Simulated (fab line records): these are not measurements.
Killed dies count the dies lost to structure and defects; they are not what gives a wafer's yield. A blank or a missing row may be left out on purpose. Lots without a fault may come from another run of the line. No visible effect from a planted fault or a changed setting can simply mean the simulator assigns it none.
A lot that was struck, set against a sound lot || flow n5-finfet || 39 out of 1938 route steps
Sound: the wafers L582.3, L582.4, L582.6. The struck wafers were L585.1, L585.4, L585.6. Last of all comes the cause.
Order at every step that has rows: each side's tool, ch and its chambers, its first start. Under that, the readings that differ: sound wafers || struck wafers || difference of the means || sigmas: that difference in standard deviations of wafers without a fault.
alike: a reading whose means differ by less than 2 such deviations, as well as words and numbers matching on both sides. not compared: withheld readings; readings where some wafer has no value; bounds like >300 that might hide an equal value; numbers whose values overlap and for which the record gives no deviation.
The two part at a step that has a row with sigmas, a row that says differs or no value, or rows on one side only. When numbers do not overlap yet have no deviation, they are printed without sigmas and do not part them. A reading missing from all wafers of one side parts the sides only when that side holds two or more wafers.

first, 11 steps without rows for these wafers: N5_HKMG_FIN_DESCUM_53 (chemistry O2, time 7.9 s); N5_HKMG_FIN_ETCH_54 (etches SiARC in CF4, target depth 45.5 nm, time 75.8 s); N5_HKMG_FIN_ETCH_55 (etches SOC in N2/H2, target depth 240 nm, time 300 s); N5_HKMG_FIN_STRIP_56 (strips in N2/H2); N5_HKMG_FIN_STRIP_57 (strips in CF4); N5_HKMG_FIN_ETCH_58 (etches SOC in N2/H2, target depth 215.8 nm, time 741 s); N5_HKMG_FIN_STRIP_93 (strips SOC in N2/H2, time 20 s); N5_HKMG_FIN_WET_ETCH_76 (etches Al2O3 in dNH4OH, stops on La2O3, target depth 2.25 nm, rinse time 30 s); N5_HKMG_FIN_STRIP_60 (strips in N2/H2, time 360 s); N5_HKMG_FIN_WET_ETCH_77 (etches La2O3 in dHCl, stops on HfO2, target depth 2 nm); N5_HKMG_FIN_WET_ETCH_78 (etches Al2O3 in dNH4OH, stops on La2O3, target depth 4.5 nm, rinse time 30 s).
N5_HKMG_FIN_ALD_79: deposits TiN, target thk 1.5 nm, pulse time 1 s, purge time 3 s.
  sound on ald-metal-04 ch 1,2, day 7 13:38; struck on ald-metal-02 ch 2,3, day 8 08:01
  no value came back on the struck wafers for any of 5 readings (ald-cycles, chamber-pressure-Torr (Torr) and others); on the sound wafers ald-cycles reads 68 68 68
then, 25 steps without rows for these wafers: N5_HKMG_FIN_CVD_62 (deposits a-Si from Si2H6, target thk 3 nm, time 20.8 s); N5_HKMG_FIN_RTA_80 (time 2 s); N5_HKMG_FIN_PRECLEAN_64 (cleans in dHF, time 30 s); N5_HKMG_FIN_WET_ETCH_65 (etches a-Si in TMAH, stops on TiN, time 49 s, target depth 3 nm); N5_HKMG_FIN_WET_ETCH_81 (etches TiN in SC1, stops on HfO2, time 57 s, target depth 6 nm); N5_HKMG_FIN_WET_ETCH_82 (etches La2O3 in dHCl, stops on HfO2, target depth 2 nm, rinse time 30 s); N5_HKMG_FIN_ALD_36 (deposits TiN, target thk 1 nm, pulse time 1 s, purge time 3 s); N5_HKMG_FIN_PWFM_ALD_03 (deposits TiN, target thk 2 nm, pulse time 1 s, purge time 3 s); N5_HKMG_FIN_COAT_29 (time 60 s, resist thk 300 nm); N5_HKMG_FIN_COAT_30 (time 60 s, resist thk 35 nm); N5_HKMG_FIN_COAT_06 (resist thk 90 nm); N5_HKMG_FIN_EBR_08; N5_HKMG_FIN_SOFTBAKE_07 (time 60 s); N5_HKMG_FIN_EXPOSE_09 (exposes mask NWFM); N5_HKMG_FIN_PEB_10 (peb time 60 s); N5_HKMG_FIN_DEVELOP_11 (develop time 30 s); N5_HKMG_FIN_DESCUM_17 (chemistry O2, time 7.9 s); N5_HKMG_FIN_ETCH_31 (etches SiARC in CF4, target depth 45.5 nm, time 75.8 s); N5_HKMG_FIN_ETCH_32 (etches SOC in N2/H2, target depth 240 nm, time 300 s); N5_HKMG_FIN_STRIP_33 (strips in N2/H2); N5_HKMG_FIN_STRIP_34 (strips in CF4); N5_HKMG_FIN_ETCH_35 (etches SOC in N2/H2, target depth 215.8 nm, time 243.4 s); N5_HKMG_FIN_STRIP_92 (strips SOC in N2/H2, time 20 s); N5_HKMG_FIN_WET_ETCH_18 (etches TiN in SC1, time 55 s, target depth 5.2 nm, rinse time 30 s); N5_HKMG_FIN_STRIP_19 (strips in N2/H2, time 360 s).
-- the record jumps here: 5 days lie between the struck wafers' starts before and after (it left off in module HKMG_FIN and takes up again in module BEOL_M4, whose first step shown is number 1111 of the route) --
N5_BEOL_M4_RC_MEAS_101:
  sound on prober-01 ch 0, day 12 17:08; struck on prober-02 ch 0, day 12 22:11
{"reading": "EOT_N", "sound": "10.58 10.69 10.53", "struck": "10.06 10.07 10.01", "difference": -0.55, "sigmas": -6}
{"reading": "EOT_P", "sound": "10.52 10.59 10.58", "struck": "9.99 10.04 9.83", "difference": -0.61, "sigmas": -6}
{"reading": "IGATE_N (nA/um)", "sound": "0.0131 0.0116 0.0126", "struck": "0.0591 0.0559 0.0650", "difference": "+0.0476", "sigmas": "+25"}
{"reading": "IGATE_P (nA/um)", "sound": "0.0039 0.0034 0.0037", "struck": "0.0182 0.0172 0.0198", "difference": "+0.0147", "sigmas": "+25"}
{"reading": "IOFF_N (nA/um)", "sound": "0.20 0.15 0.20", "struck": "0.03 0.04 0.03", "difference": -0.15, "sigmas": -3}
{"reading": "IOFF_N_LIN (nA/um)", "sound": "0.082 0.071 0.078", "struck": "0.016 0.018 0.015", "difference": -0.061, "sigmas": -4}
{"reading": "IOFF_N_LONG (nA/um)", "sound": "5.34e-05 5.29e-05 5.35e-05", "struck": "2.92e-05 3.06e-05 2.97e-05", "difference": -2.34e-05, "sigmas": -9}
{"reading": "IOFF_P (nA/um)", "sound": "0.25 0.22 0.25", "struck": "0.00 0.01 0.00", "difference": -0.24, "sigmas": -4}
{"reading": "IOFF_P_85C (nA/um)", "sound": "4.1 3.7 4.1", "struck": "0.1 0.2 0.1", "difference": -3.8, "sigmas": -5}
{"reading": "IOFF_P_LIN (nA/um)", "sound": "0.109 0.104 0.108", "struck": "0.002 0.003 0.002", "difference": -0.105, "sigmas": -6}
{"reading": "IOFF_P_LONG (nA/um)", "sound": "0.000101 0.000104 0.000105", "struck": "4.2e-05 4.2e-05 3.8e-05", "difference": -6.3e-05, "sigmas": -6}
{"reading": "ION_N (uA/um)", "sound": "667 680 664", "struck": "570 584 565", "difference": -97, "sigmas": -7}
{"reading": "ION_P (uA/um)", "sound": "458 468 449", "struck": "287 291 288", "difference": -170, "sigmas": -18}
{"reading": "SS_P (mV/dec)", "sound": "74.2 72.6 74.2", "struck": "75.9 76.8 76.0", "difference": "+2.6", "sigmas": "+3"}
{"reading": "VT_N (mV)", "sound": "248 248 250", "struck": "296 294 296", "difference": "+47", "sigmas": "+12"}
{"reading": "VT_N_LONG (mV)", "sound": "273.4 275.6 278.1", "struck": "316.6 316.4 312.7", "difference": "+39.5", "sigmas": "+19"}
{"reading": "VT_N_LVT (mV)", "sound": "95 96 98", "struck": "144 142 144", "difference": "+47", "sigmas": "+12"}
{"reading": "VT_P (mV)", "sound": "-251 -246 -249", "struck": "-360 -362 -362", "difference": -113, "sigmas": -29}
{"reading": "VT_P_LONG (mV)", "sound": "-277 -276 -274", "struck": "-385 -386 -386", "difference": -110, "sigmas": -30}
{"reading": "VT_P_LVT (mV)", "sound": "-97 -97 -97", "struck": "-211 -210 -214", "difference": -115, "sigmas": -31}
  alike: DIBL_N, DIBL_P, SS_N
-- here the record skips 5 days between the struck wafers' starts before and after, leaving off in module BEOL_M4 and picking up in module PASSIVATION (first step shown: number 1936 of the route) --
N5_PASSIVATION_PROBE_49:
  sound on prober-01, day 17 02:46; struck on prober-02, day 17 13:59
{"reading": "defect-limited-yield (%)", "sound": "88.1 89.6", "struck": "60.3 59.7 60.7", "difference": -28.6, "sigmas": -22}
{"reading": "killed-at-front-end", "sound": "48 55", "struck": "423 420 404", "difference": "+364", "sigmas": "+38"}
{"reading": "killed-dies", "sound": "141 123", "struck": "469 476 464", "difference": "+338", "sigmas": "+23"}
{"reading": "killed-on-rim", "sound": "29 22", "struck": "123 128 126", "difference": "+100", "sigmas": "+23"}
{"reading": "killed-short", "sound": "41 42", "struck": "25 27 25", "difference": -16, "sigmas": -2}
{"reading": "sort_bin_5_function (%)", "sound": "6.8 6.5", "struck": "35.8 37.7 36.2", "difference": "+29.9", "sigmas": "+34"}
{"reading": "sort_bin_8_speed (%)", "sound": "0 0", "struck": "60.25 59.66 60.68", "difference": "+60.20", "sigmas": "+99 or more"}
{"reading": "sort-n-pass", "sound": "1039 1057", "struck": "0 0 0", "difference": -1048, "sigmas": -66}
{"reading": "sort-yield-pct (%)", "sound": "88.1 89.6", "struck": "0 0 0", "difference": -89, "sigmas": -63}
  alike: killed_at_M0_to_M3, killed_at_M4_up, killed-at-contacts, killed-at-other, killed-open, sort_bin_4_leakage, sort_bin_6_memory

WHERE THEY PART
Earliest at N5_HKMG_FIN_ALD_79; latest, in this record, at N5_PASSIVATION_PROBE_49.

WHY: what had been put in by the simulator
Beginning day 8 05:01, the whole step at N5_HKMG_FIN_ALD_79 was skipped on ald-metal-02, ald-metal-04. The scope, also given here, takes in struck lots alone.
